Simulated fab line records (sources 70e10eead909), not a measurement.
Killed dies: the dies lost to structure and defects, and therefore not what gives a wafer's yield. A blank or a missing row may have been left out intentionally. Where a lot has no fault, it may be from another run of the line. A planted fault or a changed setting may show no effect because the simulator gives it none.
fab line records ; flow nand-harc
record: lots: 5; wafers: 15; last-day: 33
route steps=1302 shown P_CONTACT@235
lots untouched by any fault: they come from a run of this same line in which no faults occurred
start-h: the number of hours between the record's first day and the start of the first shown wafer of the lot ; wait-h: hours elapsed since this lot's preceding step ; " the same as in the row above ; L1.1+2: a row that stands for several wafers ; - value missing, or start not given ; * or withheld: withheld ; < > ~ a bound
route shown NAME@n: a module of which the file shows steps, and the number in the route of the first ; usual: average and standard deviation across the fault-free wafers ; same: alike in all rows ; chamber/n: place in a boat ; sites: the reading at each site ; _std_site: standard deviation across them ; _edge_site: outer sites' mean less inner sites' ; radius-mm: for every site, how far away it sits from the centre of the wafer ; mask NAME#n: copy n ; behind: the last tool/chamber to shape the wafer ; hold: what put the lot on hold/how long, in hours/how the hold closed ; device: which transistor (n, p or np) failed to switch ; end of line: the same wafers' tests at the end of the route ; a step with no rows: only its recipe ; killed: not the wafer's yield, but the dies lost to structure and defects at the first sort ; map: per-die view of a wafer (x killed, . not killed, _ where there is no die)
set.NAME: the setting the step ran with; set.NAME@STEP: the setting that earlier step ran with ; model.NAME: the simulator's own value behind a step, which no gauge read
a table for each step, a row for each wafer; lots at some steps of the route
services: when a tool's chamber went out of use (start-h, in hours from the record's first day, below 0 if earlier), for how many hours, and the reason
== steps ==
step: NHARC_P_CONTACT_DESCUM_17
recipe: time-s: 3; o2-flow-sccm: 200; ar-flow-sccm: 0; bias-power-w: 0; chemistry: O2
step: NHARC_P_CONTACT_ETCH_35
recipe: target-depth-a: 390; over-etch-frac: 0.3; time-s: 65; ion-energy-ev: 80; cf4-flow-sccm: 150; ar-flow-sccm: 0; rf-w: 300; bias-w: 100; chemistry: CF4
usual: bias-w: 100.0/0.32; drypump-motor-current-A: 5.4/0.4; oes-product-au: 1.000/0.0091; rf-vpp-V: 151.3/1.4; showerhead-plenum-p-Torr: 1.76/0.08; throttle-valve-pct: 13.283/0.0098
lot.wafer;tool;chamber;start-h;wait-h;bias-w;drypump-motor-current-A;oes-product-au;rf-hours-counter-h;rf-vpp-V;showerhead-plenum-p-Torr;throttle-valve-pct
L281.1;rie-diel-11;1;131.29;0.1;100.1;5.1;1.008;2.1;150.7;1.74;13.273
L281.4;rie-diel-11;2;131.29;0.1;100.5;5.1;1.013;2.2;150.1;1.70;13.289
L281.5;rie-diel-11;0;131.29;0.1;99.9;5.1;0.987;-;149.8;1.66;13.278
L284.1;rie-diel-11;3;178.70;0.1;100.0;5.9;1.002;4.6;152.0;1.81;13.290
L284.4;rie-diel-11;2;178.70;0.1;100.0;5.1;1.000;4.6;149.7;1.70;13.304
L284.5;rie-diel-11;0;178.70;0.1;99.9;5.1;0.995;-;151.9;1.66;13.285
L293.3;rie-diel-06;3;244.57;0.1;99.9;4.8;0.996;3.3;148.9;1.71;13.288
L293.5;rie-diel-06;2;244.57;0.1;100.8;5.8;0.993;-;153.8;1.90;13.304
L293.6;rie-diel-06;3;244.57;0.1;100.1;4.8;0.993;-;151.4;1.71;13.276
L297.3;rie-diel-11;3;283.83;0.1;100.4;5.9;1.011;0.4;151.9;1.81;13.291
L297.1;rie-diel-11;0;283.83;0.1;100.2;5.1;1.005;0.4;150.2;1.66;13.289
L297.4;rie-diel-11;1;283.83;0.1;100.4;5.1;1.015;0.5;151.7;1.74;13.275
L303.3;rie-diel-06;1;349.65;0.1;99.9;5.3;0.990;0.8;152.9;1.84;13.280
L303.1;rie-diel-06;3;349.65;0.1;99.9;4.8;1.007;0.8;150.5;1.71;13.288
L303.5;rie-diel-06;2;349.65;0.1;100.9;5.8;1.012;-;151.3;1.90;13.268
step: NHARC_P_CONTACT_ETCH_36
recipe: target-depth-a: 2600; over-etch-frac: 0.25; time-s: 406.25; ion-energy-ev: 200; n2-flow-sccm: 150; h2-flow-sccm: 150; ar-flow-sccm: 0; rf-w: 400; bias-w: 150; chemistry: N2/H2
usual: bias-w: 150.1/0.42; drypump-motor-current-A: 5.4/0.39; oes-product-au: 1.001/0.0091; rf-vpp-V: 430/3.1; showerhead-plenum-p-Torr: 2.03/0.1; throttle-valve-pct: 14.172/0.0097
lot.wafer;tool;chamber;start-h;wait-h;bias-w;drypump-motor-current-A;oes-product-au;rf-hours-counter-h;rf-vpp-V;showerhead-plenum-p-Torr;throttle-valve-pct
L281.1;rie-diel-11;2;-;-;150.2;5.1;1.001;2.2;429;1.95;14.172
L281.4;rie-diel-11;0;-;-;149.9;5.1;0.998;2.5;426;1.90;14.181
L281.5;rie-diel-11;1;-;-;149.6;5.1;1.014;-;429;2.01;14.182
L284.4;rie-diel-11;3;-;-;150.8;5.9;1.002;4.7;432;2.09;14.169
L284.1;rie-diel-11;0;-;-;150.2;5.1;0.995;5.1;425;1.90;14.174
L284.5;rie-diel-11;1;-;-;149.1;5.1;0.988;-;430;2.00;14.155
L293.3;rie-diel-06;1;-;-;150.6;5.3;0.979;2.8;433;2.13;14.174
L293.6;rie-diel-06;2;-;-;149.7;5.8;0.997;-;435;2.21;14.166
L293.5;rie-diel-06;1;-;-;150.1;5.3;0.997;-;433;2.13;14.180
L297.4;rie-diel-11;1;-;-;149.4;5.1;1.009;0.6;429;2.00;14.167
L297.3;rie-diel-11;2;-;-;149.7;5.1;1.018;0.7;428;1.95;14.174
L297.1;rie-diel-11;3;-;-;150.3;5.9;1.005;0.5;431;2.09;14.177
L303.3;rie-diel-06;1;-;-;150.5;5.3;0.995;0.9;433;2.13;14.173
L303.1;rie-diel-06;3;-;-;150.9;4.7;1.014;0.9;429;1.97;14.168
L303.5;rie-diel-06;1;-;-;150.3;5.3;0.990;-;433;2.13;14.169
step: NHARC_P_CONTACT_ETCH_18
recipe: target-depth-a: 4810; time-s: 240.5; c4f8-flow-sccm: 20; o2-flow-sccm: 10; ar-flow-sccm: withheld; rf-w: 600; bias-w: 1500; chemistry: C4F8/O2/Ar
usual: bias-w: 1501/4.5; oes-product-au: 0.965/0.016; rf-vpp-V: 978/6.3
lot.wafer;tool;chamber;start-h;wait-h;bias-w;oes-product-au;rf-hours-counter-h;rf-vpp-V
L281.1;rie-diel-11;2;-;-;1499;0.969;2.4;973
L281.4;rie-diel-11;0;-;-;1505;0.982;2.6;968
L281.5;rie-diel-11;3;-;-;1502;0.981;-;981
L284.4;rie-diel-11;1;-;-;1497;0.965;5.0;976
L284.1;rie-diel-11;2;-;-;1503;0.979;4.8;973
L284.5;rie-diel-11;1;-;-;1505;0.968;-;976
L293.3;rie-diel-06;1;-;-;1504;0.955;3.0;983
L293.5;rie-diel-06;3;-;-;1497;0.956;-;974
L293.6;rie-diel-06;1;-;-;1502;0.967;-;984
L297.3;rie-diel-11;1;-;-;1492;0.966;0.8;976
L297.1;rie-diel-11;2;-;-;1499;0.991;0.9;973
L297.4;rie-diel-11;0;-;-;1504;0.965;0.6;970
L303.3;rie-diel-06;2;-;-;1501;0.973;1.2;988
L303.1;rie-diel-06;3;-;-;1509;0.994;0.9;973
L303.5;rie-diel-06;2;-;-;1502;0.986;-;990
step: NHARC_P_CONTACT_STRIP_37
recipe: c4f8-flow-sccm: withheld; o2-flow-sccm: 8; ar-flow-sccm: withheld; bias-w: 0; chemistry: C4F8/O2/Ar
step: NHARC_P_CONTACT_ETCH_31
recipe: target-depth-a: 300; time-s: 85.7; ion-energy-ev: 120; over-etch-frac: 1; ch3f-flow-sccm: 50; o2-flow-sccm: 30; ar-flow-sccm: 200; rf-w: 500; bias-w: 100; chemistry: CH3F/O2
step: NHARC_P_CONTACT_CD_MEAS_19
usual: cd-nm: 89.9/1.6
lot.wafer;tool;chamber;start-h;wait-h;cd-nm
L281.1;cd-sem-01;-;132.06;-;92.1
L281.4;cd-sem-01;-;132.06;-;88.4
L281.5;cd-sem-01;-;132.06;-;89.4
L284.1;cd-sem-02;-;179.49;-;90.0
L284.4;cd-sem-02;-;179.49;-;89.5
L284.5;cd-sem-02;-;179.49;-;91.0
L293.3;cd-sem-02;-;245.48;-;89.3
L293.5;cd-sem-02;-;245.48;-;88.9
L293.6;cd-sem-02;-;245.48;-;87.3
L297.1;cd-sem-03;-;284.61;-;89.4
L297.3;cd-sem-03;-;284.61;-;93.6
L297.4;cd-sem-03;-;284.61;-;91.7
L303.1;cd-sem-03;-;350.44;-;89.4
L303.3;cd-sem-03;-;350.44;-;91.0
L303.5;cd-sem-03;-;350.44;-;90.1
step: NHARC_P_CONTACT_STRIP_28
recipe: o2-flow-sccm: 500; ar-flow-sccm: 0; bias-w: 0; chemistry: O2
usual: drypump-motor-current-A: 5.4/0.37; oes-product-au: 1.001/0.0084; rf-vpp-V: 57.6/0.86; showerhead-plenum-p-Torr: 3.48/0.14; throttle-valve-pct: 17.037/0.0097
same: bias-w: 0
lot.wafer;tool;chamber;start-h;wait-h;drypump-motor-current-A;oes-product-au;rf-hours-counter-h;rf-vpp-V;showerhead-plenum-p-Torr;throttle-valve-pct
L281.1;rie-diel-11;1;132.13;0.1;5.1;0.998;2.5;56.8;3.47;17.028
L281.4;rie-diel-11;0;132.13;0.1;5.1;0.983;2.7;58.3;3.30;17.040
L281.5;rie-diel-11;1;132.13;0.1;5.1;0.999;-;56.7;3.47;17.037
L284.1;rie-diel-10;3;179.56;0.1;5.0;1.009;2.1;58.0;3.75;17.046
L284.5;rie-diel-10;3;179.56;0.1;5.0;1.002;-;58.0;3.75;17.037
L284.4;rie-diel-10;1;179.56;0.1;5.7;1.010;-;56.2;3.33;17.035
L293.3;rie-diel-11;0;245.58;0.1;5.1;0.992;8.9;58.5;3.30;17.046
L293.6;rie-diel-11;2;245.58;0.1;5.1;1.007;-;56.4;3.38;17.022
L293.5;rie-diel-11;3;245.58;0.1;5.9;1.003;-;59.3;3.61;17.038
L297.1;rie-diel-10;2;284.70;0.1;5.9;1.002;1.3;58.1;3.45;17.028
L297.3;rie-diel-10;3;284.70;0.1;5.0;1.000;1.3;56.5;3.74;17.035
L297.4;rie-diel-10;0;284.70;0.1;5.7;0.987;0.3;57.4;3.57;17.025
L303.3;rie-diel-11;1;350.53;0.1;5.1;0.998;4.0;57.9;3.47;17.045
L303.1;rie-diel-11;2;350.53;0.1;5.1;1.004;3.8;56.1;3.38;17.066
L303.5;rie-diel-11;0;350.53;0.1;5.1;1.002;-;56.9;3.30;17.033
step: NHARC_P_CONTACT_STRIP_29
recipe: time-s: 1200; temp-c: 72.5; chemistry: post-etch-residue-remover
step: NHARC_P_CONTACT_DEGAS_38
recipe: temp-c: 300; time-s: 60
step: NHARC_P_CONTACT_PRE_CLEAN_39
recipe: time-s: 19.5; bias-v: 250; gas: Ar
step: NHARC_P_CONTACT_PVD_32
recipe: target-thk-a: 50; chamber-pressure-pa: 5; power-w: 5000; substrate-temp-c: 200; time-s: 17.7; material: Ti
step: NHARC_P_CONTACT_ALD_22
recipe: target-thk-a: 30; pulse-time-s: 1; ald-cycles: 150; temp-c: 450; material: TiN
usual: ald-cycles: 150/0; heater-power-w: 1112/140; precursor-pulse-height-rel: 0.998/0.02
lot.wafer;tool;chamber;start-h;wait-h;ald-cycles;heater-power-w;precursor-pulse-height-rel
L281.1;ald-metal-03;3;133.03;-;150;1111;1.023
L281.4;ald-metal-03;0;133.03;-;150;1116;0.986
L281.5;ald-metal-03;2;133.03;-;150;1032;0.975
L284.4;ald-metal-01;0;180.49;-;150;991;1.030
L284.1;ald-metal-01;1;180.49;-;150;1139;1.000
L284.5;ald-metal-01;3;180.49;-;150;966;0.986
L293.3;ald-metal-01;2;246.50;-;150;1072;0.990
L293.5;ald-metal-01;3;246.50;-;76;984;1.016
L293.6;ald-metal-01;0;246.50;-;150;988;1.013
L297.4;ald-metal-03;1;285.58;-;150;1539;1.005
L297.1;ald-metal-03;2;285.58;-;150;1065;1.014
L297.3;ald-metal-03;3;285.58;-;150;1156;1.005
L303.1;ald-metal-03;0;351.38;-;150;1068;1.023
L303.3;ald-metal-03;1;351.38;-;150;1538;0.999
L303.5;ald-metal-03;0;351.38;-;150;1082;0.989
step: NHARC_P_CONTACT_CVD_23
recipe: target-thk-a: 2000; temp-c: 300; pressure-torr: 40; wf6-flow-sccm: 40; h2-flow-sccm: 1600; ar-flow-sccm: 1560; time-s: 557; material: W
usual: heater-power-w: 482/51; throttle-valve-pct: 8.1/0.36
lot.wafer;tool;chamber;start-h;wait-h;heater-power-w;throttle-valve-pct
L281.1;cvd-w-02;0;-;-;482;8.4
L281.4;cvd-w-02;1;-;-;506;7.6
L281.5;cvd-w-02;1;-;-;510;7.7
L284.1;cvd-w-02;0;-;-;482;8.2
L284.4;cvd-w-02;1;-;-;509;8.1
L284.5;cvd-w-02;0;-;-;493;8.6
L293.3;cvd-w-02;0;-;-;485;8.3
L293.5;cvd-w-02;0;-;-;500;8.4
L293.6;cvd-w-02;1;-;-;529;7.7
L297.1;cvd-w-02;0;-;-;491;8.2
L297.4;cvd-w-02;0;-;-;488;8.3
L297.3;cvd-w-02;1;-;-;511;8.1
L303.1;cvd-w-01;0;-;-;354;7.9
L303.3;cvd-w-01;1;-;-;502;8.7
L303.5;cvd-w-01;1;-;-;499;8.7
== services ==
tool;chamber;start-h;hours;kind
rie-diel-11;2;119.20;1.2;repair
rie-diel-11;3;124.62;6.5;repair
rie-diel-06;-;130.20;9.0;pm
rie-diel-10;1;133.09;1.2;repair
rie-diel-06;1;142.34;6.4;repair
rie-diel-10;3;163.65;12.1;repair
rie-diel-10;2;163.67;4.6;repair
ald-metal-03;-;167.54;0.2;repair
ald-metal-01;-;170.00;10.0;pm
rie-diel-10;2;174.94;11.6;repair
cvd-w-02;-;201.53;0.5;repair
ald-metal-03;-;212.10;10.0;pm
rie-diel-06;0;216.88;1.4;repair
ald-metal-03;-;226.70;2.2;repair
cvd-w-02;0;230.76;8.6;repair
rie-diel-06;0;243.91;8.6;repair
cvd-w-02;-;250.12;1.6;repair
rie-diel-11;-;255.50;9.0;pm
cvd-w-02;-;269.12;13.0;pm
ald-metal-03;-;273.03;1.1;repair
ald-metal-03;2;300.41;9.2;repair
rie-diel-06;-;307.20;9.0;pm
cvd-w-02;1;311.91;4.8;repair
rie-diel-06;3;327.69;9.7;repair
== key ==
first-sign: step: NHARC_P_CONTACT_ALD_22; reading: ald-cycles; direction: down; sigmas: 99+; usual: 150; struck: 76
effect none on later readings
met-at NHARC_P_CONTACT_ALD_22
struck-wafers L293.5
later-rows-left-out L293.5
sort-left-out L293.5
tester-left-out L293
onset-between 180.49 246.50
fault: kind: process-parameter-drift; tool: ald-metal-01; chamber: 3; onset-h: 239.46; steps: NHARC_P_CONTACT_ALD_22; channel: ald-cycles; offset: -74; shape: step; end-h: 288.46; acts-in: these-recipes-only; stated: 150
tester-left-out: of these lots the tester's yield and bins aren't shown, on N5 and GAA mostly nor the transistor test; their killed dies are dies lost to structure and defects alone, not to doping, threshold or leakage, so they don't give the yield
sort-left-out: the simulated sort isn't trusted on such a fault, so these wafers' sort isn't shown, and their yield isn't known
later-rows-left-out: the simulator's readings of these wafers behind a module that went badly wrong aren't trusted and aren't shown, but for the sort
